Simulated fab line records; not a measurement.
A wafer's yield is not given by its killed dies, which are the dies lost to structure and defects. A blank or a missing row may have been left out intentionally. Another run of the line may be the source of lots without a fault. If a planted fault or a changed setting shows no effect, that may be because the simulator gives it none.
fab line records	flow n5_finfet
[record] lots = 24	wafers = 72	last_day = 17
route steps=1938 shown BEOL_M5@1161 BEOL_M6@1197
lots that met no fault: from a run of the same line without faults
start_h: hours from the record's first day to the start of the lot's first wafer shown	wait_h: time in hours since the lot's previous step	" repeats the value in the row above	L1.1+2: a single row standing in for several wafers	- no value, or no start given	* or withheld: withheld	< > ~ a bound
route shown NAME@n: names a module that has steps shown in the file, with the first one's number in the route	usual: the fault-free wafers' mean and standard deviation	same: alike in all rows	chamber/n: place in a boat	sites: the reading at each site	_std_site: standard deviation of those values	_edge_site: outer sites' mean less inner sites'	radius_mm: how far each site lies from the wafer's centre	mask NAME#n: copy n	behind: tool/chamber where the wafer was last shaped	hold: reason for holding the lot/hours on hold/outcome of the hold	device: which transistor (n, p or np) failed to switch	end of line: tests run on the same wafers once the route is complete	a step without rows: its recipe alone	killed: the dies lost at the first sort to structure and to defects; this is not the yield of the wafer	map: per-die view of a wafer (x killed, . not killed, _ where there is no die)
set.NAME: the setting as run; set.NAME@STEP: as run at that earlier step	model.NAME: the simulator's own value behind a step, which no gauge read
steps of the route over a sample of lots; a table a step, a row a wafer
services: from which hour (start_h, from the record's first day; less than 0 if before it) a tool's chamber was out of use, for how many hours, and why
[[steps]]
[step N5_BEOL_M5_ETCH_41]
[recipe] chemistry = CH3F/O2	target = SiCN	target_depth_a = 315	taper_deg = 2	time_s = 56.7	ion_energy_ev = 120	mask_material = TiN	pressure_mtorr = 30	source_w = 395	bias_w = 75	Ar_flow_sccm = 150	CH3F_flow_sccm = 30	O2_flow_sccm = 20
[usual] drypump_motor_current_A = 5.86/0.26	oes_product_au = 0.78/0.09	rf_vpp_V = 297.7/1.6	showerhead_plenum_p_Torr = 2.02/0.064	throttle_valve_pct = 16.42/0.29
lot.wafer	tool	chamber	start_h	wait_h	drypump_motor_current_A	oes_product_au	rf_hours_counter_h	rf_vpp_V	showerhead_plenum_p_Torr	throttle_valve_pct
L075.3	rie_diel-02	0	-	-	6.10	0.76	161	297.5	2.00	16.57
L075.4	"	3	"	"	5.61	0.67	241	297.3	2.05	16.55
L075.5	"	0	"	"	6.09	0.75	-	299.0	2.00	16.58
L074.3	rie_diel-04	1	-	-	6.24	0.94	22	300.0	2.13	16.33
L074.5	"	3	"	"	5.44	0.73	-	297.1	1.98	16.55
L074.6	"	0	"	"	5.82	0.77	-	299.2	2.07	16.62
L076.2	rie_diel-04	1	-	-	6.25	0.94	22	300.6	2.13	16.33
L076.4	"	3	"	"	5.46	0.73	215	297.6	1.98	16.58
L076.5	"	0	"	"	5.79	0.76	-	300.0	2.07	16.63
L077.1	rie_diel-04	2	-	-	5.81	0.89	33	298.2	1.95	15.69
L077.3	"	0	"	"	5.84	0.77	155	299.5	2.07	16.62
L077.5	"	2	"	"	5.79	0.90	-	295.6	1.95	15.68
L078.4	rie_diel-02	0	-	-	6.09	0.75	164	297.5	2.00	16.58
L078.5	"	3	"	"	5.58	0.66	-	297.3	2.05	16.56
L078.6	"	0	"	"	6.09	0.75	-	298.6	2.00	16.56
L079.2	rie_diel-06	2	-	-	5.77	0.73	186	298.5	2.07	16.48
L079.3	"	3	"	"	6.14	0.80	88	296.8	1.94	16.40
L079.6	"	1	"	"	5.96	0.70	-	298.8	2.05	16.42
L080.2	rie_diel-04	2	-	-	5.81	0.89	38	297.6	1.95	15.68
L080.3	"	0	"	"	5.83	0.76	160	299.5	2.07	16.65
L080.5	"	0	"	"	5.84	0.75	-	296.9	2.07	16.64
L081.1	rie_diel-04	0	-	-	5.84	0.77	161	299.3	2.07	16.64
L081.3	"	1	"	"	6.27	0.93	30	299.4	2.13	16.35
L081.6	"	1	"	"	6.26	0.92	-	299.3	2.13	16.35
L082.1	rie_diel-04	2	-	-	5.84	0.88	43	294.6	1.95	15.68
L082.4	"	3	"	"	5.47	0.72	227	296.1	1.98	16.59
L082.6	"	0	"	"	5.82	0.76	-	297.6	2.07	16.66
L083.1	rie_diel-06	3	-	-	6.14	0.78	101	295.3	1.93	16.45
L083.3	"	2	"	"	5.77	0.72	198	298.3	2.07	16.52
L083.4	"	0	"	"	5.83	0.67	-	297.8	2.05	16.75
L084.2	rie_diel-02	2	-	-	5.30	0.75	163	294.9	1.92	16.19
L084.5	"	0	"	"	6.11	0.75	-	297.7	2.00	16.59
L084.6	"	1	"	"	5.91	0.69	-	297.4	1.97	16.71
L085.3	rie_diel-06	2	-	-	5.77	0.72	202	298.1	2.07	16.53
L085.4	"	1	"	"	5.96	0.99	-	298.3	2.05	15.94
L085.6	"	3	"	"	6.12	0.79	-	296.0	1.93	16.43
L087.2	rie_diel-06	3	-	-	6.14	0.78	107	294.9	1.93	16.45
L087.3	"	1	"	"	5.94	0.97	5	299.5	2.05	15.95
L087.6	"	2	"	"	5.78	0.71	-	299.2	2.07	16.52
L088.4	rie_diel-04	0	-	-	5.82	0.74	-	298.9	2.07	16.67
L088.5	"	2	"	"	5.80	0.86	-	296.7	1.95	15.71
L088.6	"	1	"	"	6.28	0.89	-	300.1	2.12	16.38
L089.1	rie_diel-06	1	-	-	5.93	0.96	7	298.9	2.05	15.95
L089.3	"	3	"	"	6.13	0.78	109	297.0	1.93	16.46
L089.4	"	2	"	"	5.77	0.72	207	298.2	2.07	16.53
L086.2	rie_diel-04	3	-	-	5.46	0.71	234	296.7	1.97	16.59
L086.4	"	0	"	"	5.83	0.74	175	298.5	2.07	16.66
L086.5	"	3	"	"	5.47	0.71	-	296.3	1.97	16.60
L090.1	rie_diel-06	3	-	-	6.13	0.78	111	295.6	1.93	16.44
L090.2	"	1	"	"	5.96	0.95	10	298.3	2.05	15.96
L090.6	"	3	"	"	6.14	0.77	-	294.0	1.93	16.45
L092.2	rie_diel-06	2	-	-	5.77	0.72	216	299.2	2.06	16.55
L092.3	"	0	"	"	5.85	0.93	11	298.6	2.04	16.30
L092.6	"	2	"	"	5.76	0.71	-	298.1	2.06	16.55
L091.1	rie_diel-02	1	-	-	5.90	0.69	246	296.1	1.97	16.75
L091.2	"	2	"	"	5.34	0.75	179	297.7	1.91	16.22
L091.3	"	0	"	"	6.07	0.73	195	297.0	1.99	16.63
L093.1	rie_diel-02	0	-	-	6.08	0.73	197	298.0	1.99	16.63
L093.2	"	1	"	"	5.89	0.68	248	298.2	1.97	16.74
L093.6	"	1	"	"	5.89	0.68	-	296.3	1.97	16.76
L094.1	rie_diel-02	1	-	-	5.90	0.68	252	298.0	1.96	16.74
L094.2	"	2	"	"	5.32	0.73	185	296.4	1.91	16.24
L094.6	"	2	"	"	5.32	0.74	-	296.3	1.91	16.24
L095.2	rie_diel-04	0	-	-	5.80	0.74	178	297.6	2.06	16.66
L095.3	"	2	"	"	5.83	0.86	55	296.7	1.95	15.75
L095.5	"	0	"	"	5.85	0.75	-	300.0	2.06	16.68
L096.2	rie_diel-04	1	-	-	6.24	0.89	49	298.9	2.12	16.38
L096.5	"	1	"	"	6.24	0.89	-	299.1	2.12	16.39
L096.6	"	3	"	"	5.45	0.71	-	295.7	1.97	16.63
L097.4	rie_diel-06	3	-	-	6.13	0.77	128	294.8	1.92	16.50
L097.5	"	3	"	"	6.13	0.77	-	295.9	1.92	16.49
L097.6	"	2	"	"	5.77	0.71	-	297.8	2.06	16.56
[step N5_BEOL_M5_SPUTTER_90]
[recipe] material = Cu	target_thk_a = 45	temp_c = -20	chamber_pressure_pa = 0.07	power_w = withheld	time_s = 8.29
[usual] throttle_valve_pct = 30.4/0.78
lot.wafer	tool	chamber	start_h	wait_h	throttle_valve_pct
L075.3	pvd_sputter-01	-	194.16	0.5	31.0
L075.4	"	-	"	"	30.4
L075.5	"	-	"	"	30.4
L074.3	pvd_sputter-02	-	195.68	0.5	29.4
L074.5	"	-	"	"	29.0
L074.6	"	-	"	"	30.7
L076.2	pvd_sputter-03	-	197.02	0.5	31.1
L076.4	"	-	"	"	30.3
L076.5	"	-	"	"	31.1
L077.1	pvd_sputter-02	-	202.12	0.5	29.3
L077.3	"	-	"	"	30.3
L077.5	"	-	"	"	30.7
L078.4	pvd_sputter-03	-	204.62	0.5	31.4
L078.5	"	-	"	"	30.4
L078.6	"	-	"	"	31.2
L079.2	pvd_sputter-02	-	207.27	0.5	29.0
L079.3	"	-	"	"	31.2
L079.6	"	-	"	"	29.3
L080.2	pvd_sputter-02	-	220.36	0.5	31.0
L080.3	"	-	"	"	29.2
L080.5	"	-	"	"	29.9
L081.1	pvd_sputter-03	-	225.41	0.5	31.0
L081.3	"	-	"	"	30.4
L081.6	"	-	"	"	31.0
L082.1	pvd_sputter-01	-	238.37	0.5	30.4
L082.4	"	-	"	"	29.9
L082.6	"	-	"	"	30.6
L083.1	pvd_sputter-02	-	243.70	0.5	29.5
L083.3	"	-	"	"	29.1
L083.4	"	-	"	"	30.5
L084.2	pvd_sputter-03	-	250.89	0.5	31.2
L084.5	"	-	"	"	31.1
L084.6	"	-	"	"	31.2
L085.3	pvd_sputter-02	-	251.68	0.5	29.6
L085.4	"	-	"	"	29.0
L085.6	"	-	"	"	30.3
L087.2	pvd_sputter-02	-	262.36	0.5	30.7
L087.3	"	-	"	"	29.3
L087.6	"	-	"	"	31.1
L088.4	pvd_sputter-03	-	266.46	0.5	31.1
L088.5	"	-	"	"	31.2
L088.6	"	-	"	"	31.1
L089.1	pvd_sputter-01	-	267.60	0.5	29.9
L089.3	"	-	"	"	30.9
L089.4	"	-	"	"	29.3
L086.2	pvd_sputter-02	-	268.40	0.5	30.5
L086.4	"	-	"	"	31.1
L086.5	"	-	"	"	29.2
L090.1	pvd_sputter-03	-	279.16	0.5	30.4
L090.2	"	-	"	"	31.4
L090.6	"	-	"	"	31.1
L092.2	pvd_sputter-01	-	289.53	0.5	31.2
L092.3	"	-	"	"	29.8
L092.6	"	-	"	"	30.8
L091.1	pvd_sputter-02	-	293.94	0.5	29.9
L091.2	"	-	"	"	30.4
L091.3	"	-	"	"	29.1
L093.1	pvd_sputter-01	-	297.69	0.5	29.6
L093.2	"	-	"	"	30.4
L093.6	"	-	"	"	29.7
L094.1	pvd_sputter-01	-	304.09	0.5	30.5
L094.2	"	-	"	"	29.8
L094.6	"	-	"	"	30.4
L095.2	pvd_sputter-02	-	306.68	0.5	31.1
L095.3	"	-	"	"	29.7
L095.5	"	-	"	"	29.7
L096.2	pvd_sputter-02	-	313.01	0.5	28.9
L096.5	"	-	"	"	29.1
L096.6	"	-	"	"	30.7
L097.4	pvd_sputter-01	-	318.23	0.5	29.9
L097.5	"	-	"	"	30.2
L097.6	"	-	"	"	29.7
[step N5_BEOL_M5_DEP_56]
[recipe] material = SiCN	target_thk_a = 80	temp_c = withheld	precursor = 3MS/NH3	pressure_torr = 3	rf_w = 202	time_s = 14
[usual] showerhead_plenum_p_Torr = 3.664/0.014	throttle_valve_pct = 8.9/0.54
lot.wafer	tool	chamber	start_h	wait_h	showerhead_plenum_p_Torr	since_wet_clean_h	throttle_valve_pct
L075.3	pecvd-02	2	195.15	0.0	3.656	326	8.4
L075.4	"	2	"	"	3.661	-	8.6
L075.5	"	1	"	"	3.655	-	8.3
L074.3	pecvd-02	0	196.67	0.0	3.647	1082	9.5
L074.5	"	1	"	"	3.651	-	8.5
L074.6	"	0	"	"	3.650	-	9.4
L076.2	pecvd-03	2	198.25	0.0	3.674	497	8.5
L076.4	"	2	"	"	3.671	-	8.5
L076.5	"	0	"	"	3.684	-	9.8
L077.1	pecvd-04	0	203.15	0.0	3.659	726	9.2
L077.3	"	0	"	"	3.659	-	8.9
L077.5	"	0	"	"	3.675	-	9.0
L078.4	pecvd-02	1	205.62	0.0	3.658	-	8.1
L078.5	"	0	"	"	3.637	-	9.4
L078.6	"	2	"	"	3.659	-	8.5
L079.2	pecvd-03	2	208.78	0.0	3.667	507	8.4
L079.3	"	0	"	"	3.678	1275	9.6
L079.6	"	1	"	"	3.657	-	8.6
L080.2	pecvd-04	0	221.61	0.0	3.675	744	9.0
L080.3	"	1	"	"	3.658	-	9.9
L080.5	"	1	"	"	3.657	-	9.6
L081.1	pecvd-02	1	226.40	0.0	3.657	1837	8.4
L081.3	"	0	"	"	3.651	1112	9.7
L081.6	"	2	"	"	3.663	-	8.5
L082.1	pecvd-02	0	239.47	0.0	3.641	1125	9.3
L082.4	"	2	"	"	3.657	-	8.7
L082.6	"	0	"	"	3.639	-	9.7
L083.1	pecvd-04	0	245.99	0.0	3.679	769	9.1
L083.3	"	1	"	"	3.659	1494	9.9
L083.4	"	1	"	"	3.660	-	10.0
L084.2	pecvd-03	0	251.88	0.0	3.686	1318	9.4
L084.5	"	0	"	"	3.676	-	9.4
L084.6	"	2	"	"	3.668	-	8.8
L085.3	pecvd-02	0	252.86	0.0	3.644	1138	9.3
L085.4	"	1	"	"	3.650	-	8.3
L085.6	"	2	"	"	3.662	-	8.8
L087.2	pecvd-03	1	264.24	0.0	3.648	2056	8.6
L087.3	"	2	"	"	3.672	563	8.6
L087.6	"	2	"	"	3.670	-	8.6
L088.4	pecvd-04	0	267.46	0.0	3.665	-	9.0
L088.5	"	1	"	"	3.658	-	9.8
L088.6	"	2	"	"	3.689	-	8.6
L089.1	pecvd-03	1	268.59	0.0	3.651	2060	8.7
L089.3	"	2	"	"	3.672	567	8.3
L089.4	"	2	"	"	3.669	-	8.5
L086.2	pecvd-03	2	269.41	0.0	3.669	568	8.5
L086.4	"	1	"	"	3.644	-	8.8
L086.5	"	2	"	"	3.673	-	8.6
L090.1	pecvd-03	0	280.15	0.0	3.684	1347	9.3
L090.2	"	2	"	"	3.680	579	8.3
L090.6	"	0	"	"	3.696	-	9.3
L092.2	pecvd-03	0	290.52	0.0	3.694	1357	9.5
L092.3	"	1	"	"	3.649	2082	8.7
L092.6	"	1	"	"	3.641	-	8.7
L091.1	pecvd-03	2	294.99	0.0	3.664	594	8.5
L091.2	"	1	"	"	3.655	2086	8.2
L091.3	"	0	"	"	3.678	1361	9.3
L093.1	pecvd-03	2	298.67	0.0	3.671	597	8.7
L093.2	"	1	"	"	3.661	2090	8.8
L093.6	"	2	"	"	3.670	-	8.7
L094.1	pecvd-02	2	305.09	0.0	3.661	436	8.3
L094.2	"	1	"	"	3.645	1915	8.3
L094.6	"	2	"	"	3.648	-	8.7
L095.2	pecvd-02	0	307.67	0.0	3.645	1193	9.3
L095.3	"	2	"	"	3.653	439	8.4
L095.5	"	0	"	"	3.647	-	9.5
L096.2	pecvd-04	2	314.37	0.0	3.678	83	8.5
L096.5	"	2	"	"	3.675	-	8.2
L096.6	"	1	"	"	3.656	-	10.1
L097.4	pecvd-04	2	319.25	0.0	3.682	-	8.5
L097.5	"	2	"	"	3.686	-	8.5
L097.6	"	1	"	"	3.662	-	9.9
[step N5_BEOL_M6_PECVD_70]
[recipe] material = SiO2	target_thk_a = 200	temp_c = 400	precursor = TEOS/O2	pressure_torr = 5.5	rf_w = 450	teos_flow_sccm = 53.8	gas = O2	flow_sccm = 3000	time_s = 22.7
[usual] heater_power_w = 782/110	showerhead_plenum_p_Torr = 8.76/0.097	throttle_valve_pct = 22.0/1.2
lot.wafer	tool	chamber	start_h	wait_h	heater_power_w	showerhead_plenum_p_Torr	since_wet_clean_h	throttle_valve_pct
L075.3	pecvd-03	0	195.89	0.0	836	8.86	1262	23.3
L075.4	"	2	"	"	671	8.82	-	21.1
L075.5	"	0	"	"	847	8.86	-	23.2
L074.3	pecvd-03	0	197.89	0.0	877	8.92	1264	23.7
L074.5	"	0	"	"	874	8.87	-	23.2
L074.6	"	1	"	"	614	8.71	-	21.1
L076.2	pecvd-01	0	199.00	0.0	718	8.61	903	23.1
L076.4	"	1	"	"	733	8.93	-	23.3
L076.5	"	2	"	"	776	8.62	-	21.2
L077.1	pecvd-02	2	204.11	0.0	812	8.76	335	20.9
L077.3	"	0	"	"	1031	8.70	1089	23.5
L077.5	"	2	"	"	794	8.78	-	20.9
L078.4	pecvd-03	1	206.37	0.1	708	8.70	-	20.9
L078.5	"	0	"	"	906	8.88	-	23.3
L078.6	"	2	"	"	751	8.82	-	20.8
L079.2	pecvd-03	1	210.00	0.0	599	8.70	2001	21.0
L079.3	"	2	"	"	672	8.80	509	21.0
L079.6	"	1	"	"	614	8.69	-	21.2
L080.2	pecvd-02	0	222.85	0.0	954	8.69	1108	23.3
L080.3	"	1	"	"	728	8.75	1833	20.9
L080.5	"	2	"	"	804	8.77	-	20.9
L081.1	pecvd-01	2	228.01	0.0	698	8.63	178	21.1
L081.3	"	0	"	"	607	8.63	932	22.8
L081.6	"	2	"	"	701	8.61	-	21.2
L082.1	pecvd-03	1	240.23	0.0	641	8.70	2032	21.1
L082.4	"	1	"	"	639	8.73	-	20.9
L082.6	"	2	"	"	730	8.83	-	21.1
L083.1	pecvd-02	0	246.74	0.0	985	8.69	1132	23.5
L083.3	"	2	"	"	964	8.76	378	21.2
L083.4	"	0	"	"	989	8.66	-	23.1
L084.2	pecvd-01	1	252.62	0.0	786	8.93	1682	23.6
L084.5	"	0	"	"	680	8.62	-	22.9
L084.6	"	1	"	"	804	8.92	-	23.4
L085.3	pecvd-03	0	253.60	0.0	859	8.88	1320	23.3
L085.4	"	0	"	"	867	8.87	-	23.3
L085.6	"	1	"	"	607	8.70	-	20.9
L087.2	pecvd-03	0	264.98	0.0	831	8.87	1331	23.3
L087.3	"	1	"	"	664	8.69	2056	21.1
L087.6	"	2	"	"	677	8.80	-	21.0
L088.4	pecvd-02	0	268.21	0.1	994	8.69	-	23.6
L088.5	"	1	"	"	813	8.75	-	20.9
L088.6	"	0	"	"	1006	8.70	-	23.7
L089.1	pecvd-02	0	269.81	0.0	1011	8.70	1155	23.3
L089.3	"	2	"	"	941	8.77	401	21.1
L089.4	"	1	"	"	746	8.73	-	20.4
L086.2	pecvd-03	1	270.15	0.0	716	8.71	2062	20.9
L086.4	"	1	"	"	715	8.73	-	21.2
L086.5	"	2	"	"	792	8.83	-	21.2
L090.1	pecvd-03	0	282.36	0.0	867	8.86	1349	23.6
L090.2	"	2	"	"	648	8.80	581	21.1
L090.6	"	1	"	"	664	8.69	-	20.9
L092.2	pecvd-03	1	291.26	0.0	588	8.70	2083	20.8
L092.3	"	2	"	"	786	8.81	590	21.2
L092.6	"	0	"	"	775	8.91	-	23.4
L091.1	pecvd-01	0	295.74	0.0	665	8.62	1000	23.2
L091.2	"	2	"	"	659	8.60	246	21.4
L091.3	"	1	"	"	751	8.94	1725	23.5
L093.1	pecvd-01	2	299.43	0.0	750	8.63	249	21.8
L093.2	"	1	"	"	783	8.95	1728	23.5
L093.6	"	1	"	"	815	8.93	-	23.1
L094.1	pecvd-01	1	305.83	0.0	790	8.92	1735	23.4
L094.2	"	0	"	"	726	8.63	1010	23.0
L094.6	"	2	"	"	693	8.63	-	21.5
L095.2	pecvd-02	2	308.43	0.0	997	8.77	440	21.2
L095.3	"	0	"	"	968	8.69	1194	23.6
L095.5	"	2	"	"	986	8.78	-	21.5
L096.2	pecvd-03	0	315.13	0.0	767	8.90	1382	23.8
L096.5	"	1	"	"	696	8.71	-	21.2
L096.6	"	0	"	"	772	8.88	-	23.5
L097.4	pecvd-02	0	320.01	0.1	902	8.69	-	23.6
L097.5	"	1	"	"	823	8.72	-	20.6
L097.6	"	2	"	"	834	8.79	-	21.2
[step N5_BEOL_M6_HM_DEP_02]
[recipe] material = TiN	target_thk_a = 200	temp_c = 25	chamber_pressure_pa = 0.49996
[usual] throttle_valve_pct = 30.6/0.77
lot.wafer	tool	chamber	start_h	wait_h	throttle_valve_pct
L075.3	pvd_sputter-02	-	196.80	0.9	29.8
L075.4	"	-	"	"	29.3
L075.5	"	-	"	"	29.7
L074.3	pvd_sputter-03	-	198.21	0.3	31.2
L074.5	"	-	"	"	31.4
L074.6	"	-	"	"	31.1
L076.2	pvd_sputter-01	-	200.53	1.5	29.8
L076.4	"	-	"	"	29.5
L076.5	"	-	"	"	29.9
L077.1	pvd_sputter-03	-	205.40	1.3	30.5
L077.3	"	-	"	"	31.7
L077.5	"	-	"	"	31.7
L078.4	pvd_sputter-03	-	206.62	0.2	31.9
L078.5	"	-	"	"	30.3
L078.6	"	-	"	"	31.7
L079.2	pvd_sputter-03	-	210.06	0.0	31.0
L079.3	"	-	"	"	31.3
L079.6	"	-	"	"	30.2
L080.2	pvd_sputter-01	-	223.25	0.4	29.6
L080.3	"	-	"	"	30.3
L080.5	"	-	"	"	29.7
L081.1	pvd_sputter-03	-	228.19	0.2	31.3
L081.3	"	-	"	"	30.6
L081.6	"	-	"	"	31.1
L082.1	pvd_sputter-03	-	241.88	1.6	31.7
L082.4	"	-	"	"	30.7
L082.6	"	-	"	"	31.4
L083.1	pvd_sputter-02	-	247.16	0.4	29.8
L083.3	"	-	"	"	29.2
L083.4	"	-	"	"	30.9
L084.2	pvd_sputter-02	-	252.86	0.2	31.1
L084.5	"	-	"	"	29.3
L084.6	"	-	"	"	31.2
L085.3	pvd_sputter-03	-	254.81	1.2	30.5
L085.4	"	-	"	"	32.0
L085.6	"	-	"	"	31.7
L087.2	pvd_sputter-01	-	268.42	3.4	29.6
L087.3	"	-	"	"	30.8
L087.6	"	-	"	"	30.5
L088.4	pvd_sputter-01	-	268.62	0.4	29.8
L088.5	"	-	"	"	29.6
L088.6	"	-	"	"	30.5
L089.1	pvd_sputter-03	-	271.80	2.0	31.2
L089.3	"	-	"	"	30.5
L089.4	"	-	"	"	30.9
L086.2	pvd_sputter-03	-	271.98	1.8	31.9
L086.4	"	-	"	"	30.4
L086.5	"	-	"	"	31.7
L090.1	pvd_sputter-01	-	283.37	1.0	29.6
L090.2	"	-	"	"	30.5
L090.6	"	-	"	"	30.8
L092.2	pvd_sputter-03	-	292.87	1.6	31.9
L092.3	"	-	"	"	31.3
L092.6	"	-	"	"	31.2
L091.1	pvd_sputter-02	-	297.63	1.9	31.3
L091.2	"	-	"	"	29.2
L091.3	"	-	"	"	30.3
L093.1	pvd_sputter-02	-	299.63	0.2	31.0
L093.2	"	-	"	"	30.6
L093.6	"	-	"	"	31.1
L094.1	pvd_sputter-02	-	307.10	1.2	29.1
L094.2	"	-	"	"	29.9
L094.6	"	-	"	"	29.3
L095.2	pvd_sputter-01	-	310.00	1.6	30.7
L095.3	"	-	"	"	30.4
L095.5	"	-	"	"	30.9
L096.2	pvd_sputter-02	-	316.21	1.1	28.9
L096.5	"	-	"	"	29.1
L096.6	"	-	"	"	30.5
L097.4	pvd_sputter-03	-	320.25	0.2	31.9
L097.5	"	-	"	"	31.1
L097.6	"	-	"	"	31.2
[step N5_BEOL_M6_OVL_MEAS_29]
[recipe] points_per_wafer = 522
[usual] V5_OVL = -0.2/0.6
lot.wafer	tool	chamber	start_h	wait_h	V5_OVL[nm]
L075.3	overlay-02	0	200.31	0.0	-0.7
L075.4	"	0	"	"	0.0
L075.5	"	0	"	"	0.1
L074.3	overlay-01	0	200.36	0.0	-0.2
L074.5	"	0	"	"	-0.6
L074.6	"	0	"	"	0.0
L076.2	overlay-02	0	202.56	0.0	0.2
L076.4	"	0	"	"	-0.3
L076.5	"	0	"	"	0.1
L077.1	overlay-01	0	208.61	0.0	0.2
L077.3	"	0	"	"	0.2
L077.5	"	0	"	"	0.0
L078.4	overlay-02	0	208.68	0.0	-0.3
L078.5	"	0	"	"	-0.2
L078.6	"	0	"	"	0.1
L079.2	overlay-02	0	211.69	0.0	-0.9
L079.3	"	0	"	"	0.1
L079.6	"	0	"	"	-0.5
L080.2	overlay-02	0	225.70	0.0	-0.9
L080.3	"	0	"	"	-1.7
L080.5	"	0	"	"	-1.8
L081.1	overlay-02	0	230.28	0.0	0.3
L081.3	"	0	"	"	-0.7
L081.6	"	0	"	"	-0.4
L082.1	overlay-02	0	243.26	0.0	0.5
L082.4	"	0	"	"	0.4
L082.6	"	0	"	"	-0.1
L083.1	overlay-02	0	251.08	0.0	-0.2
L083.3	"	0	"	"	-0.7
L083.4	"	0	"	"	0.4
L084.2	overlay-01	0	254.40	0.0	-0.8
L084.5	"	0	"	"	-0.6
L084.6	"	0	"	"	0.1
L085.3	overlay-01	0	258.23	0.0	0.4
L085.4	"	0	"	"	0.2
L085.6	"	0	"	"	0.3
L087.2	overlay-02	0	271.31	0.0	0.7
L087.3	"	0	"	"	0.3
L087.6	"	0	"	"	0.1
L088.4	overlay-02	0	271.37	0.0	-0.8
L088.5	"	0	"	"	-0.3
L088.6	"	0	"	"	-1.1
L086.2	overlay-02	0	273.85	0.0	0.1
L086.4	"	0	"	"	0.0
L086.5	"	0	"	"	-0.8
L089.1	overlay-01	0	274.02	0.0	-0.3
L089.3	"	0	"	"	-1.2
L089.4	"	0	"	"	-0.9
L090.1	overlay-01	0	285.05	0.0	-0.3
L090.2	"	0	"	"	-0.5
L090.6	"	0	"	"	-0.1
L092.2	overlay-01	0	297.58	0.0	0.1
L092.3	"	0	"	"	0.9
L092.6	"	0	"	"	-0.6
L091.1	overlay-02	0	298.90	0.0	0.4
L091.2	"	0	"	"	-0.5
L091.3	"	0	"	"	0.2
L093.1	overlay-02	0	301.80	0.0	-1.4
L093.2	"	0	"	"	-0.9
L093.6	"	0	"	"	-0.6
L094.1	overlay-01	0	310.05	0.0	0.1
L094.2	"	0	"	"	-0.6
L094.6	"	0	"	"	-1.0
L095.2	overlay-01	0	311.60	0.0	-0.3
L095.3	"	0	"	"	0.3
L095.5	"	0	"	"	0.2
L096.2	overlay-01	0	318.22	0.0	0.3
L096.5	"	0	"	"	0.9
L096.6	"	0	"	"	0.4
L097.4	overlay-02	0	322.48	0.0	-1.0
L097.5	"	0	"	"	-0.8
L097.6	"	0	"	"	-1.0
[[services]]
tool	chamber	start_h	hours	kind
rie_diel-04	-	173.81	2.7	repair
pecvd-03	0	176.21	9.7	repair
pecvd-02	0	177.37	5.5	scheduled_down
pecvd-04	2	202.38	-	clean
rie_diel-06	1	227.30	-	clean
rie_diel-06	1	227.30	-	consumable_replace:focus_ring
rie_diel-06	1	227.30	12.9	scheduled_down
rie_diel-06	1	227.30	12.9	vent_cycle
pecvd-03	1	232.91	4.1	repair
rie_diel-02	3	240.04	7.0	repair
rie_diel-06	0	240.32	-	clean
rie_diel-06	0	240.32	-	consumable_replace:focus_ring
rie_diel-06	0	240.32	11.9	scheduled_down
rie_diel-06	0	240.32	11.9	vent_cycle
pecvd-02	2	255.39	13.3	repair
rie_diel-04	3	256.08	4.6	repair
rie_diel-04	-	270.47	28.1	pm
pecvd-02	-	284.87	1.5	repair
rie_diel-02	3	286.50	12.4	repair
pecvd-03	-	292.21	0.6	repair
rie_diel-04	2	300.05	8.2	repair
pecvd-04	0	306.89	23.2	repair
rie_diel-06	2	315.03	5.0	repair
pecvd-04	-	319.62	0.5	repair
[[key]]
fault none
